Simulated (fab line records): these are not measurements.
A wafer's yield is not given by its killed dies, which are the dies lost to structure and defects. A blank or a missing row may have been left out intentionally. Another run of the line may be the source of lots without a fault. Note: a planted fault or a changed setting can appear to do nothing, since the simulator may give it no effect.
A lot that was struck, set against a sound lot / flow n5 finfet / 39 out of 1938 route steps
Sound: the wafers L473.1, L473.3, L473.4. Struck: wafer L471.5. (L471.3 of the same lot was not struck and is left out.) The cause comes at the end.
Per side, at each step with rows, come the tool, then ch with its chambers, and then its first start. Under that, the readings that differ: sound wafers / struck wafers / difference of the means / sigmas: that difference in standard deviations of wafers without a fault.
alike: words and numbers the same on both sides, and readings whose means are apart by under 2 such deviations; not compared: readings that were withheld, readings missing a value for some wafer, numbers with overlapping values and no deviation given by the record, and bounds like >300 which may hide the same value.
A row with sigmas, a row that says differs or no value, or rows on one side alone: a step with any of these is where the two part. Numbers that have no deviation but don't overlap get no sigmas and don't part them. A reading missing from all wafers of one side parts the sides only when that side holds two or more wafers.

first, 11 steps without rows for these wafers: N5_BEOL_M4_STRIP_65 (strips in N2/H2); N5_BEOL_M4_STRIP_75 (strips in N2/H2); N5_BEOL_M4_STRIP_66 (strips in CF4); N5_BEOL_M4_HM_OPEN_17 (chemistry Cl2/BCl3, target TiN, target depth 20 nm, overetch 6 nm); N5_BEOL_M4_STRIP_19 (strips in O2); N5_BEOL_M4_COAT_67 (time 60 s, resist thk 60 nm); N5_BEOL_M4_COAT_68 (time 60 s, resist thk 12 nm); N5_BEOL_M4_COAT_76 (time 60 s, resist thk 5 nm); N5_BEOL_M4_COAT_22 (resist thk 30 nm); N5_BEOL_M4_EBR_24; N5_BEOL_M4_SOFTBAKE_23 (time 60 s).
N5_BEOL_M4_EXPOSE_25: exposes mask V3, defocus 5 nm.
  sound on euv scanner-02 ch 0, day 14 15:13; struck on euv scanner-01 ch 0, day 13 16:10
  alike: mask
then, 2 steps without rows for these wafers: N5_BEOL_M4_PEB_26 (peb time 60 s); N5_BEOL_M4_DEVELOP_27 (develop time 30 s).
N5_BEOL_M4_CD_MEAS_28: target cd 26.2 nm, target cd y 24.1 nm.
  sound on cd sem-01 ch 0, day 14 15:21; struck on cd sem-03 ch 0, day 13 16:17
reading=cd nm (nm); sound=26.13 25.97 26.02; struck=24.10; difference=-1.94; sigmas=-8
then, 22 steps without rows for these wafers: N5_BEOL_M4_DESCUM_33 (chemistry O2, time 7 s); N5_BEOL_M4_ETCH_77 (etches underlayer in N2/H2, target depth 6.5 nm, time 5.2 s); N5_BEOL_M4_ETCH_69 (etches SiARC in CF4, target depth 15.6 nm, time 26 s); N5_BEOL_M4_ALD_98 (deposits SiO2, target thk 2.5 nm, pulse time 1 s, co reactant pulse time 1 s); N5_BEOL_M4_ETCHBACK_99 (etches SiO2 in CHF3, target depth 5 nm, time 10.4 s); N5_BEOL_M4_ETCH_70 (etches SOC in N2/H2, target depth 80 nm, overetch 24 nm, time 130 s); N5_BEOL_M4_STRIP_71 (strips in N2/H2); N5_BEOL_M4_STRIP_78 (strips in N2/H2); N5_BEOL_M4_VIA_ETCH_34 (etches the open film in C4F6/O2, target depth 69.4 nm, time 65.9 s); N5_BEOL_M4_STRIP_83 (strips in C4F6/O2); N5_BEOL_M4_STRIP_36 (strips in N2/H2); N5_BEOL_M4_TRENCH_ETCH_37 (etches SiOC in C4F6/O2, target depth 55.555 nm, time 29.2 s); N5_BEOL_M4_ETCH_41 (etches SiCN in CH3F/O2, target depth 29.9 nm, time 52.5 s); N5_BEOL_M4_STRIP_97 (strips in N2/H2, time 10 s); N5_BEOL_M4_HM_STRIP_39 (strips TiN in peroxide tin strip, target depth 25 nm, time 158 s); N5_BEOL_M4_SRD_40 (time 30 s); N5_BEOL_M4_PRECLEAN_42 (cleans in residue remover, time 60 s); N5_BEOL_M4_SRD_43 (time 30 s); N5_BEOL_M4_DEGAS_44 (time 60 s); N5_BEOL_M4_PRE_CLEAN_45 (time 30 s); N5_BEOL_M4_ALD_84 (deposits TaN, pulse time 2 s, purge time 3 s, co reactant purge time 2 s); N5_BEOL_M4_SURFACE_TREAT_85.
N5_BEOL_M4_RC_MEAS_101:
  the record has rows for the sound wafers here (prober-01 ch 0, day 16 02:31) and none for the struck ones
-- the record jumps here: 6 days lie between the struck wafers' starts before and after (it left off in module BEOL_M4 and takes up again in module PASSIVATION, whose first step shown is number 1936 of the route) --
N5_PASSIVATION_PROBE_49:
  sound on prober-01 at day 20 06:50; struck on prober-01 at day 19 05:42
reading=defect limited yield (%); sound=92.7 93.0 91.1; struck=0; difference=-92; sigmas=-66
reading=killed_at_M0_to_M3; sound=37 28 24; struck=63; difference=+33; sigmas=+3
reading=killed_at_M4_up; sound=10 20 12; struck=1055; difference=+1041; sigmas=+99 or more
reading=killed dies; sound=86 83 105; struck=1180; difference=+1089; sigmas=+64
reading=killed on rim; sound=10 6 13; struck=152; difference=+142; sigmas=+36
reading=killed open; sound=59 65 74; struck=95; difference=+29; sigmas=+2
reading=killed short; sound=26 15 29; struck=44; difference=+21; sigmas=+3
reading=sort_bin_5_function (%); sound=4.5 4.0 5.0; struck=6.9; difference=+2.4; sigmas=+3
reading=sort_bin_6_memory (%); sound=2.8 2.9 3.6; struck=4.9; difference=+1.8; sigmas=+3
reading=sort n pass; sound=1094 1097 1075; struck=0; difference=-1089; sigmas=-64
reading=sort yield pct (%); sound=92.7 93.0 91.1; struck=0; difference=-92; sigmas=-66
  alike: killed at contacts, killed at front end, killed at other, sort_bin_8_speed

WHERE THEY PART
First at N5_BEOL_M4_CD_MEAS_28; last, within this record, at N5_PASSIVATION_PROBE_49.

WHY: the cause the simulator had injected
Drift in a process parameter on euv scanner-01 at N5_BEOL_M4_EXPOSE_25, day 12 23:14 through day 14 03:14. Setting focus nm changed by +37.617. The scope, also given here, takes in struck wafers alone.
